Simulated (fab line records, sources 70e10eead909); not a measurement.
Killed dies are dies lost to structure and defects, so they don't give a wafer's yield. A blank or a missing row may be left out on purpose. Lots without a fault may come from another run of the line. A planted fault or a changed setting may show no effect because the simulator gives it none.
Which tool did it? | flow nand_harc | 6 lots, 18 wafers sampled, at 3 steps of a route of 1159

WHAT THE GAUGES READ, wafer by wafer
NHARC_A_ONON_D1_THK_MEAS_30: measures by ellipsometry.
lot  | measured     | on            | thk_nm (nm)
L445 | day 8 01:37  | film_metro-01 | 983 985 984
L447 | day 8 19:20  | film_metro-01 | 1016 1012 1012
L451 | day 9 20:16  | film_metro-02 | 991 990 991
L455 | day 11 23:16 | film_metro-01 | 1589 1588 1588
L461 | day 12 09:17 | film_metro-01 | 995 995 994
L466 | day 13 10:22 | film_metro-02 | 1000 999 1000

WHICH TOOL RAN EACH LOT (tool, then ch and the chambers of the sampled wafers, then the start)
lot  | NHARC_A_ZERO_WELL_ETCH_19          | NHARC_A_ONON_D1_DEP_28
L445 | rie_diel-07 ch 0,1,3, day 6 12:44  | pecvd_onon-02 ch 0, day 8 01:06
L447 | rie_diel-04 ch 2,3, day 7 10:58    | pecvd_onon-03 ch 0, day 8 18:50
L451 | rie_diel-05 ch 2,3, day 8 08:25    | pecvd_onon-01 ch 0, day 9 19:52
L455 | rie_diel-04 ch 2,3, day 10 13:13   | pecvd_onon-01 ch 0, day 11 22:48
L461 | rie_diel-07 ch 0,1,3, day 11 00:05 | pecvd_onon-02 ch 0, day 12 08:57
L466 | rie_diel-05 ch 1,2,3, day 11 23:49 | pecvd_onon-03 ch 0, day 13 09:50
- NHARC_A_ZERO_WELL_ETCH_19: etches the open film in N2/H2, target depth 80 nm, overetch 24 nm, time 87.88 s.
- NHARC_A_ONON_D1_DEP_28: target thk 1000 nm.

THE ANSWER, worked out from the rows above alone
Rule: what is usual is taken from the lots themselves. Put in order of their means at a reading, lots are off if they are a third of the lots or fewer, leave a main group of 4 or more, and stand apart from it by a gap of 3 or more times the standard deviation of the main group's means; of several such gaps the widest counts. A main group whose means are all the same, to the digits that the tables above print for the reading, isn't used. A lot without any number at a reading at which 4 lots or more have one is off too. The other lots that the step has rows for count as sound.
Off: L455, at NHARC_A_ONON_D1_THK_MEAS_30 (thk_nm). The main group: mean 996 nm, standard deviation 9.9.
A tool fits if, at a process step before that reading, it ran every lot that is off, and no sound lot after the first of them. The gauges at NHARC_A_ONON_D1_THK_MEAS_30 are tried like those tools. Can't be told from this: 2 tools fit, rie_diel-04 at NHARC_A_ZERO_WELL_ETCH_19, pecvd_onon-01 at NHARC_A_ONON_D1_DEP_28.

WHAT THE SIMULATOR HAD PUT IN
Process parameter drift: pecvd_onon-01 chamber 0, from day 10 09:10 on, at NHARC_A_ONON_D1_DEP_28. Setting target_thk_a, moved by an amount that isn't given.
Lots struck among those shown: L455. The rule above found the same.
